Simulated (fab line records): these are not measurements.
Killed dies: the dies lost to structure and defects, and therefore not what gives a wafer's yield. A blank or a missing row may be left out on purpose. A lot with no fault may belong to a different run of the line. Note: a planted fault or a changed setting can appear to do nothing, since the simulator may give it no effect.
fab line records	flow n5-finfet
record: lots: 7	wafers: 21
route steps=1938 shown BEOL_M6@1212 BEOL_M8@1342
start-h: the number of hours between the record's first day and the start of the first shown wafer of the lot	wait-h: hours elapsed since this lot's preceding step	" unchanged from the row above	L1.1+2: one row covering several wafers at once	- either no value or no given start	* or withheld: withheld	< > ~ a bound
route shown NAME@n: NAME is a module with steps in the file, n the number in the route of the first one	usual: mean/standard deviation of fault-free wafers	same: alike in all rows	chamber/n: place in a boat	sites: readings site by site	_std_site: how widely they spread, as a standard deviation	_edge_site: the outer-site mean with the inner-site mean subtracted	radius-mm: how far each site lies from the wafer's centre	mask NAME#n: copy n	behind: tool/chamber where the wafer was last shaped	hold: cause of the lot's hold/its duration in hours/its outcome	device: which transistor (n, p or np) failed to switch	end of line: tests of these same wafers at the route's end	a step with no rows: only its recipe	killed: at the first sort, the dies lost to defects and structure; wafer yield is something else	map: per-die view of a wafer (x killed, . not killed, _ where there is no die)
set.NAME: setting as actually run; set.NAME@STEP: the setting as run at that earlier step	model.NAME: the simulator's own value behind a step, which no gauge read
lots with deliberately changed settings; one table per step, one row per wafer
== steps ==
step: N5_BEOL_M6_ETCH_62
recipe: chemistry: N2/H2	target: SOC	target-depth-a: 1100	overetch-a: 220	mask-material: SiARC	temp-c: 40	time-s: 165	ion-energy-ev: 200	pressure-mtorr: 30	source-w: 840	bias-w: 150	n2-flow-sccm: 200	h2-flow-sccm: 200
lot.wafer	tool	chamber	start-h	wait-h	set.time-s	set.dose-mj@BEOL_M6_EXPOSE_08	model.BEOL_M6.cd-offset-nm	model.SiARC_of_BEOL_M6_COAT_60.thk-nm
L074.1	rie-diel-03	2	181.52	0.0	165	66.23	-1.6	28.2
L074.3	"	3	"	"	192.1	68.25	-0.4	27.2
L074.4	"	1	"	"	192.1	66.23	-1	27.2
L076.1	rie-diel-02	0	188.79	0.0	165	71.79	3	28.2
L076.3	"	1	"	"	165	68.25	-0.2	28.4
L076.6	"	0	"	"	130.2	71.79	2.2	29.8
L077.1	rie-diel-03	1	188.97	0.0	165	70.5	1.2	28.4
L077.4	"	1	"	"	165	68.25	-0.8	28.4
L077.5	"	2	"	"	165	70.5	1.8	28.2
L086.1	rie-diel-02	2	244.24	0.0	138.4	68.25	0	29.4
L086.5	"	0	"	"	165	66.29	-0.4	28.2
L086.6	"	2	"	"	165	66.29	-0.8	28.2
L088.1	rie-diel-03	1	269.45	0.0	165	70.88	1.2	28.2
L088.3	"	2	"	"	131.8	70.88	1.6	29.6
L088.6	"	2	"	"	131.8	68.25	-1	29.4
L094.1	rie-diel-02	1	301.61	0.0	165	68.25	-0.2	28.2
L094.4+5	"	3,0	"	"	165	68.25	-0.6	28.2
L096.1	rie-diel-03	3	331.72	0.0	165	68.25	0	28.4
L096.3	"	1	"	"	142.3	68.25	0	29.2
L096.6	"	3	"	"	142.3	72.35	2.8	29.2
step: N5_BEOL_M6_STRIP_68
recipe: chemistry: N2/H2	temp-c: 40	n2-flow-sccm: 200	h2-flow-sccm: 200	rf-frequency-hz: 6e+07
step: N5_BEOL_M6_STRIP_67
recipe: chemistry: CF4	resist: SiARC	power-w: 300	bias-power-w: 75	pressure-mtorr: 50	cf4-flow-sccm: 150	rf-frequency-hz: 6e+07
step: N5_BEOL_M6_HM_OPEN_17
recipe: chemistry: Cl2/BCl3	target-depth-a: 200	overetch-a: 60	target: TiN	mask-material: SOC	ion-energy-ev: 150	pressure-mtorr: 10	icp-w: 1000	bias-w: 126	Cl2_flow_sccm: 53.25	bcl3-flow-sccm: 21.75	Ar_flow_sccm: 25
lot.wafer	tool	chamber	start-h	wait-h	set.dose-mj@BEOL_M6_EXPOSE_08	model.BEOL_M6.cd-offset-nm
L074.1	rie-metal-01	1	181.71	0.0	66.23	-1.6
L074.3	"	1	"	"	68.25	-0.4
L074.4	"	0	"	"	66.23	-1
L076.1	rie-metal-02	0	188.98	0.0	71.79	3
L076.3	"	0	"	"	68.25	-0.4
L076.6	"	1	"	"	71.79	2.2
L077.1	rie-metal-01	1	189.16	0.0	70.5	1
L077.4	"	1	"	"	68.25	-1
L077.5	"	1	"	"	70.5	1.6
L086.1	rie-metal-03	1	244.43	0.0	68.25	0.2
L086.5	"	1	"	"	66.29	-0.2
L086.6	"	0	"	"	66.29	-0.8
L088.1	rie-metal-03	0	269.64	0.0	70.88	1.4
L088.3	"	1	"	"	70.88	1.6
L088.6	"	0	"	"	68.25	-1
L094.1	rie-metal-01	1	301.80	0.0	68.25	-0.2
L094.4+5	"	0	"	"	68.25	-0.6
L096.1	rie-metal-01	0	331.91	0.0	68.25	-0.2
L096.3	"	0	"	"	68.25	0
L096.6	"	1	"	"	72.35	2.8
step: N5_BEOL_M6_STRIP_19
recipe: chemistry: O2	power-w: 400	temp-c: 40	pressure-mtorr: 30	rf-frequency-hz: 6e+07	bias-power-w: 0	overash-fraction: 0.2	o2-flow-sccm: 225
step: N5_BEOL_M6_CD_MEAS_18
recipe: pitch-nm: 80	target-cd-nm: 40
usual: cd-nm: 40.2/0.54
lot.wafer	tool	chamber	start-h	wait-h	set.dose-mj@BEOL_M6_EXPOSE_08	cd-nm
L074.1	cd-sem-03	-	181.89	0.0	66.23	38.7
L074.3	"	-	"	"	68.25	39.8
L074.4	"	-	"	"	66.23	39.0
L076.1	cd-sem-02	-	189.16	0.0	71.79	43.3
L076.3	"	-	"	"	68.25	39.5
L076.6	"	-	"	"	71.79	42.5
L077.1	cd-sem-01	-	189.34	0.0	70.5	40.7
L077.4	"	-	"	"	68.25	39.1
L077.5	"	-	"	"	70.5	41.5
L086.1	cd-sem-03	-	244.62	0.0	68.25	40.1
L086.5	"	-	"	"	66.29	39.7
L086.6	"	-	"	"	66.29	39.5
L088.1	cd-sem-01	-	269.83	0.1	70.88	41.5
L088.3	"	-	"	"	70.88	41.6
L088.6	"	-	"	"	68.25	39.4
L094.1	cd-sem-02	-	302.02	0.0	68.25	39.6
L094.4	"	-	"	"	68.25	39.4
L094.5	"	-	"	"	68.25	39.1
L096.1	cd-sem-01	-	332.14	0.0	68.25	40.1
L096.3	"	-	"	"	68.25	39.8
L096.6	"	-	"	"	72.35	43.1
step: N5_BEOL_M6_DESCUM_33
recipe: chemistry: O2	time-s: 7	source-power-w: 50	bias-power-w: 20	pressure-mtorr: 20	rf-frequency-hz: 2.712e+07	temp-c: 40	resist: CAR-EUV	o2-flow-sccm: 225
lot.wafer	tool	chamber	start-h	wait-h	set.time-s	model.CAR-EUV_of_BEOL_M6_COAT_22.thk-nm
L074.1+4	rie-diel-02	3,0	186.17	0.1	8.192	25.4
L074.3	"	2	"	"	7	26
L077.1+4	rie-diel-03	2	190.11	0.0	7	26.2
L077.5	"	3	"	"	5.698	26.8
L076.1+3+6	rie-diel-01	3,2,0	190.16	0.0	7	26
L086.1+5	rie-diel-03	0,3	245.30	0.0	5.849	26.6
L086.6	"	2	"	"	7	26
L088.1+6	rie-diel-03	0	270.28	0.1	7	26.2
L088.3	"	2	"	"	7	26
L094.1	rie-diel-03	2	305.30	0.4	7	26
L094.4+5	"	3,2	"	"	7	26.2
L096.1+3+6	rie-diel-01	2,1,0	334.49	0.5	7	26
step: N5_BEOL_M6_ETCH_66
recipe: chemistry: N2/H2	target: SOC	target-depth-a: 800	overetch-a: 160	mask-material: SiARC	temp-c: 40	time-s: 120	ion-energy-ev: 200	pressure-mtorr: 30	source-w: 840	bias-w: 150	n2-flow-sccm: 200	h2-flow-sccm: 200
usual: rf-vpp-V: 523.6/2.4
lot.wafer	tool	chamber	start-h	wait-h	set.bias-w	rf-vpp-V	model.SiARC_of_BEOL_M6_COAT_64.thk-nm
L074.1	rie-diel-02	3	186.25	0.0	162.8	551.5	5.8
L074.3	"	2	"	"	150	525.6	6.4
L074.4	"	0	"	"	162.8	551.1	5.8
L077.1	rie-diel-03	2	190.19	0.0	137.4	492.3	6.8
L077.4	"	2	"	"	150	520.5	6.2
L077.5	"	3	"	"	150	523.4	6.4
L076.1	rie-diel-01	3	190.24	0.0	143.2	513.7	6.6
L076.3	"	2	"	"	150	522.8	6.4
L076.6	"	0	"	"	150	526.0	6.2
L086.1	rie-diel-03	0	245.38	0.0	150	520.9	6.4
L086.5	"	3	"	"	150	522.7	6.4
L086.6	"	2	"	"	150	520.4	6.4
L088.1	rie-diel-03	0	270.36	0.0	150	522.7	6.4
L088.3	"	2	"	"	124.6	463.7	7.6
L088.6	"	0	"	"	124.6	464.9	7.6
L094.1	rie-diel-03	2	305.38	0.0	150	519.0	6.4
L094.4	"	3	"	"	150	522.7	6.4
L094.5	"	2	"	"	150	521.0	6.4
L096.1	rie-diel-01	2	334.57	0.0	150	522.0	6.6
L096.3	"	1	"	"	150	521.8	6.4
L096.6	"	0	"	"	161.3	550.6	5.8
step: N5_BEOL_M6_STRIP_69
recipe: chemistry: N2/H2	temp-c: 40	n2-flow-sccm: 200	h2-flow-sccm: 200	rf-frequency-hz: 6e+07
step: N5_BEOL_M6_STRIP_73
recipe: chemistry: N2/H2	temp-c: 40	n2-flow-sccm: 200	h2-flow-sccm: 200	rf-frequency-hz: 6e+07
step: N5_BEOL_M6_PRECLEAN_42
recipe: chemistry: residue-remover	time-s: 60	temp-c: 40
step: N5_BEOL_M6_SRD_43
recipe: time-s: 30	temp-c: 23	rinse-liquid: diw	dry: ipa-marangoni
step: N5_BEOL_M6_CD_MEAS_35
recipe: target-cd-nm: 40	target-cd-y-nm: 28	polarity: opening
usual: cd-nm: 40.2/0.57
lot.wafer	tool	chamber	start-h	wait-h	set.dose-mj@BEOL_M6_EXPOSE_08	cd-nm
L074.1	cd-sem-02	-	186.75	0.0	66.23	38.3
L074.3	"	-	"	"	68.25	39.5
L074.4	"	-	"	"	66.23	39.6
L077.1	cd-sem-03	-	190.69	0.0	70.5	40.7
L077.4	"	-	"	"	68.25	39.1
L077.5	"	-	"	"	70.5	41.3
L076.1	cd-sem-01	-	190.75	0.0	71.79	42.6
L076.3	"	-	"	"	68.25	39.5
L076.6	"	-	"	"	71.79	42.1
L086.1	cd-sem-02	-	245.88	0.0	68.25	39.5
L086.5	"	-	"	"	66.29	39.5
L086.6	"	-	"	"	66.29	39.0
L088.1	cd-sem-01	-	270.87	0.0	70.88	41.4
L088.3	"	-	"	"	70.88	41.4
L088.6	"	-	"	"	68.25	39.1
L094.1	cd-sem-03	-	305.87	0.0	68.25	39.6
L094.4	"	-	"	"	68.25	39.6
L094.5	"	-	"	"	68.25	39.5
L096.1	cd-sem-02	-	335.07	0.0	68.25	40.3
L096.3	"	-	"	"	68.25	39.6
L096.6	"	-	"	"	72.35	42.9
step: N5_BEOL_M8_EXPOSE_08
recipe: mask-id: M8	na: 1.35	source-shape: dipole	sigma-inner: 0.817	sigma-outer: 0.97	polarization: te	dose-mj: 68.25
lot.wafer	tool	chamber	start-h	wait-h	mask	set.dose-mj
L074.1	arfi-scanner-01	0	199.95	-	M8#0	69.84
L074.3+4	"	0	"	"	M8#0	68.25
L077.1	arfi-scanner-02	0	202.98	-	M8#0	68.25
L077.4+5	"	0	"	"	M8#0	64.01
L076.1+3+6	arfi-scanner-01	0	203.14	-	M8#0	68.25
L086.1+5+6	arfi-scanner-03	0	259.55	-	M8#0	68.25
L088.1+6	arfi-scanner-03	0	283.28	-	M8#0	68.25
L088.3	"	0	"	"	M8#0	63.41
L094.1+4+5	arfi-scanner-02	0	318.06	-	M8#0	68.25
L096.1+3+6	arfi-scanner-02	0	347.44	-	M8#0	68.25
step: N5_BEOL_M8_DEVELOP_10
recipe: develop-time-s: 30	developer: TMAH	resist: CAR-ArF	rinse-liquid: diw	dry: air-spin	dev-temp-c: 23
lot.wafer	tool	chamber	start-h	wait-h	set.develop-time-s
L074.1+3+4	litho-track-03	0	-	-	30
L077.1+5	litho-track-02	0	-	-	27.96
L077.4	"	0	"	"	30
L076.1+3	litho-track-02	0	-	-	30
L076.6	"	0	"	"	26.52
L086.1+5	litho-track-04	0	-	-	30
L086.6	"	0	"	"	33.69
L088.1+6	litho-track-04	0	-	-	36.41
L088.3	"	0	"	"	30
L094.1+4+5	litho-track-03	0	-	-	30
L096.1+3+6	litho-track-04	0	-	-	30
step: N5_BEOL_M8_CD_MEAS_11
recipe: target-cd-nm: 38.5	landing-energy-ev: 500	detector: se-inlens	polarity: opening
usual: cd-nm: 38.5/0.37
lot.wafer	tool	chamber	start-h	wait-h	set.dose-mj@BEOL_M8_EXPOSE_08	cd-nm
L074.1	cd-sem-02	0	200.08	-	69.84	39.2
L074.3	"	0	"	"	68.25	38.0
L074.4	"	0	"	"	68.25	38.3
L077.1	cd-sem-02	0	203.10	-	68.25	39.0
L077.4	"	0	"	"	64.01	35.9
L077.5	"	0	"	"	64.01	35.9
L076.1	cd-sem-02	0	203.27	-	68.25	38.9
L076.3	"	0	"	"	68.25	38.3
L076.6	"	0	"	"	68.25	38.3
L086.1	cd-sem-01	0	259.68	-	68.25	38.9
L086.5	"	0	"	"	68.25	39.2
L086.6	"	0	"	"	68.25	39.2
L088.1	cd-sem-03	0	283.40	-	68.25	39.4
L088.3	"	0	"	"	63.41	34.7
L088.6	"	0	"	"	68.25	38.9
L094.1	cd-sem-02	0	318.19	-	68.25	39.0
L094.4	"	0	"	"	68.25	38.3
L094.5	"	0	"	"	68.25	38.3
L096.1	cd-sem-03	0	347.57	-	68.25	38.8
L096.3	"	0	"	"	68.25	38.6
L096.6	"	0	"	"	68.25	39.0
step: N5_BEOL_M8_DESCUM_16
recipe: chemistry: O2	time-s: 7.9	source-power-w: 50	bias-power-w: 20	pressure-mtorr: 20	rf-frequency-hz: 2.712e+07	temp-c: 40	resist: CAR-ArF	o2-flow-sccm: 225
step: N5_BEOL_M8_ETCH_61
recipe: chemistry: CF4	target: SiARC	target-depth-a: 455	mask-material: CAR-ArF	time-s: 75.8	ion-energy-ev: 80	pressure-mtorr: 40	source-w: 545	bias-w: 36	Ar_flow_sccm: 100	cf4-flow-sccm: 100	ends: cleared
lot.wafer	tool	chamber	start-h	wait-h	set.dose-mj@BEOL_M8_EXPOSE_08	model.BEOL_M8.cd-offset-nm
L074.1	rie-diel-03	1	200.35	0.0	69.84	1
L074.3	"	0	"	"	68.25	-0.6
L074.4	"	0	"	"	68.25	-0.2
L077.1	rie-diel-02	1	203.23	0.0	68.25	0.6
L077.4	"	3	"	"	64.01	-3
L077.5	"	1	"	"	64.01	-2.6
L076.1	rie-diel-02	2	203.49	0.0	68.25	0.2
L076.3	"	3	"	"	68.25	-0.4
L076.6	"	2	"	"	68.25	-0.6
L086.1	rie-diel-03	0	259.80	0.0	68.25	0.4
L086.5	"	0	"	"	68.25	0.6
L086.6	"	3	"	"	68.25	1
L088.1	rie-diel-01	3	283.53	0.0	68.25	1
L088.3	"	0	"	"	63.41	-4
L088.6	"	0	"	"	68.25	0.4
L094.1	rie-diel-01	3	318.31	0.0	68.25	0.4
L094.4	"	2	"	"	68.25	0.2
L094.5	"	3	"	"	68.25	-0.2
L096.1+3	rie-diel-03	3,0	347.71	0.0	68.25	0.4
L096.6	"	1	"	"	68.25	0.8
step: N5_BEOL_M8_ETCH_62
recipe: chemistry: N2/H2	target: SOC	target-depth-a: 1100	overetch-a: 220	mask-material: SiARC	temp-c: 40	time-s: 165	ion-energy-ev: 200	pressure-mtorr: 30	source-w: 840	bias-w: 150	n2-flow-sccm: 200	h2-flow-sccm: 200
lot.wafer	tool	chamber	start-h	wait-h	set.dose-mj@BEOL_M8_EXPOSE_08	model.BEOL_M8.cd-offset-nm
L074.1	rie-diel-03	1	200.41	0.0	69.84	1
L074.3	"	0	"	"	68.25	-0.6
L074.4	"	0	"	"	68.25	-0.2
L077.1	rie-diel-02	1	203.28	0.0	68.25	0.2
L077.4	"	3	"	"	64.01	-3
L077.5	"	1	"	"	64.01	-2.8
L076.1	rie-diel-02	2	203.54	0.0	68.25	0.4
L076.3	"	3	"	"	68.25	-0.4
L076.6	"	2	"	"	68.25	-0.6
L086.1	rie-diel-03	0	259.86	0.0	68.25	0.2
L086.5	"	0	"	"	68.25	0.4
L086.6	"	3	"	"	68.25	1
L088.1	rie-diel-01	3	283.58	0.0	68.25	1
L088.3	"	0	"	"	63.41	-3.8
L088.6	"	0	"	"	68.25	0.2
L094.1	rie-diel-01	3	318.37	0.0	68.25	0.6
L094.4	"	2	"	"	68.25	0.4
L094.5	"	3	"	"	68.25	0
L096.1+6	rie-diel-03	3,1	347.77	0.0	68.25	0.6
L096.3	"	0	"	"	68.25	0.2
step: N5_BEOL_M8_STRIP_68
recipe: chemistry: N2/H2	temp-c: 40	n2-flow-sccm: 200	h2-flow-sccm: 200	rf-frequency-hz: 6e+07
step: N5_BEOL_M8_STRIP_67
recipe: chemistry: CF4	resist: SiARC	power-w: 300	bias-power-w: 75	pressure-mtorr: 50	cf4-flow-sccm: 150	rf-frequency-hz: 6e+07
step: N5_BEOL_M8_HM_OPEN_17
recipe: chemistry: Cl2/BCl3	target-depth-a: 200	overetch-a: 60	target: TiN	mask-material: SOC	ion-energy-ev: 150	pressure-mtorr: 10	icp-w: 1000	bias-w: 126	Cl2_flow_sccm: 53.25	bcl3-flow-sccm: 21.75	Ar_flow_sccm: 25
step: N5_BEOL_M8_STRIP_19
recipe: chemistry: O2	power-w: 400	temp-c: 40	pressure-mtorr: 30	rf-frequency-hz: 6e+07	bias-power-w: 0	overash-fraction: 0.2	o2-flow-sccm: 225
step: N5_BEOL_M8_CD_MEAS_18
recipe: pitch-nm: 80	target-cd-nm: 40
usual: cd-nm: 40.0/0.39
lot.wafer	tool	chamber	start-h	wait-h	set.dose-mj@BEOL_M8_EXPOSE_08	cd-nm
L074.1	cd-sem-01	-	200.78	0.0	69.84	40.8
L074.3	"	-	"	"	68.25	39.7
L074.4	"	-	"	"	68.25	39.9
L077.1	cd-sem-01	-	203.65	0.0	68.25	40.1
L077.4	"	-	"	"	64.01	36.6
L077.5	"	-	"	"	64.01	37.6
L076.1	cd-sem-02	-	203.92	0.1	68.25	40.2
L076.3	"	-	"	"	68.25	39.5
L076.6	"	-	"	"	68.25	39.8
L086.1	cd-sem-03	-	260.23	0.0	68.25	40.0
L086.5	"	-	"	"	68.25	40.2
L086.6	"	-	"	"	68.25	41.1
L088.1	cd-sem-02	-	284.18	0.0	68.25	40.7
L088.3	"	-	"	"	63.41	35.9
L088.6	"	-	"	"	68.25	40.3
L094.1	cd-sem-02	-	318.74	0.1	68.25	40.4
L094.4	"	-	"	"	68.25	40.3
L094.5	"	-	"	"	68.25	40.2
L096.1	cd-sem-03	-	348.14	0.1	68.25	40.5
L096.3	"	-	"	"	68.25	40.4
L096.6	"	-	"	"	68.25	40.7
step: N5_BEOL_M8_COAT_63
recipe: resist: SOC	temp-c: 250	time-s: 60	spin-rpm: 1500	resist-thk-nm: 60
step: N5_BEOL_M8_COAT_64
recipe: resist: SiARC	temp-c: 220	time-s: 60	spin-rpm: 1500	resist-thk-nm: 12
step: N5_BEOL_M8_PRECLEAN_42
recipe: chemistry: residue-remover	time-s: 60	temp-c: 40
step: N5_BEOL_M8_SRD_43
recipe: time-s: 30	temp-c: 23	rinse-liquid: diw	dry: ipa-marangoni
step: N5_BEOL_M8_CD_MEAS_35
recipe: target-cd-nm: 40	polarity: opening
usual: cd-nm: 40.0/0.41
lot.wafer	tool	chamber	start-h	wait-h	set.dose-mj@BEOL_M8_EXPOSE_08	cd-nm
L074.1	cd-sem-03	-	202.65	0.0	69.84	41.0
L074.3	"	-	"	"	68.25	39.4
L074.4	"	-	"	"	68.25	39.8
L077.1	cd-sem-03	-	207.04	0.0	68.25	40.4
L077.4	"	-	"	"	64.01	36.9
L077.5	"	-	"	"	64.01	37.2
L076.1	cd-sem-02	-	207.31	0.0	68.25	40.0
L076.3	"	-	"	"	68.25	39.9
L076.6	"	-	"	"	68.25	39.4
L086.1	cd-sem-03	-	264.95	0.0	68.25	40.3
L086.5	"	-	"	"	68.25	40.5
L086.6	"	-	"	"	68.25	41.0
L088.1	cd-sem-03	-	285.32	0.0	68.25	40.4
L088.3	"	-	"	"	63.41	35.9
L088.6	"	-	"	"	68.25	39.9
L094.1	cd-sem-03	-	320.68	0.0	68.25	41.0
L094.4	"	-	"	"	68.25	40.2
L094.5	"	-	"	"	68.25	40.1
L096.1	cd-sem-02	-	349.36	0.0	68.25	40.3
L096.3	"	-	"	"	68.25	40.1
L096.6	"	-	"	"	68.25	40.5
== key ==
split: step: N5_BEOL_M6_ETCH_62	setting: time-s	stated: 165	by: wafer
response: step: N5_BEOL_M6_ETCH_62	reading: model.SiARC_of_BEOL_M6_COAT_60.thk-nm	change: -0.0667	per: 1%	r: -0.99
split: step: N5_BEOL_M6_DESCUM_33	setting: time-s	stated: 7	by: wafer
response: step: N5_BEOL_M6_DESCUM_33	reading: model.CAR-EUV_of_BEOL_M6_COAT_22.thk-nm	change: -0.0345	per: 1%	r: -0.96
split: step: N5_BEOL_M6_ETCH_66	setting: bias-w	stated: 150	by: wafer
response: step: N5_BEOL_M6_ETCH_66	reading: rf-vpp-V	change: +3.39	per: 1%	r: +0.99
response: step: N5_BEOL_M6_ETCH_66	reading: model.SiARC_of_BEOL_M6_COAT_64.thk-nm	change: -0.0715	per: 1%	r: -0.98
split: step: N5_BEOL_M8_EXPOSE_08	setting: dose-mj	stated: 68.25	by: wafer
response: step: N5_BEOL_M8_CD_MEAS_11	reading: cd-nm	change: +0.566	per: 1%	r: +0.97
response: step: N5_BEOL_M8_ETCH_61	reading: model.BEOL_M8.cd-offset-nm	change: +0.612	per: 1%	r: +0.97
response: step: N5_BEOL_M8_ETCH_62	reading: model.BEOL_M8.cd-offset-nm	change: +0.57	per: 1%	r: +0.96
response: step: N5_BEOL_M8_CD_MEAS_18	reading: cd-nm	change: +0.564	per: 1%	r: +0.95
response: step: N5_BEOL_M8_CD_MEAS_35	reading: cd-nm	change: +0.579	per: 1%	r: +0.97
split: step: N5_BEOL_M8_DEVELOP_10	setting: develop-time-s	stated: 30	by: wafer
response none clear
split outside-this-file step=N5_BEOL_M6_EXPOSE_08 setting=dose-mj
split outside-this-file: this setting was split too, and the file shows its column; the key of that split is in another file
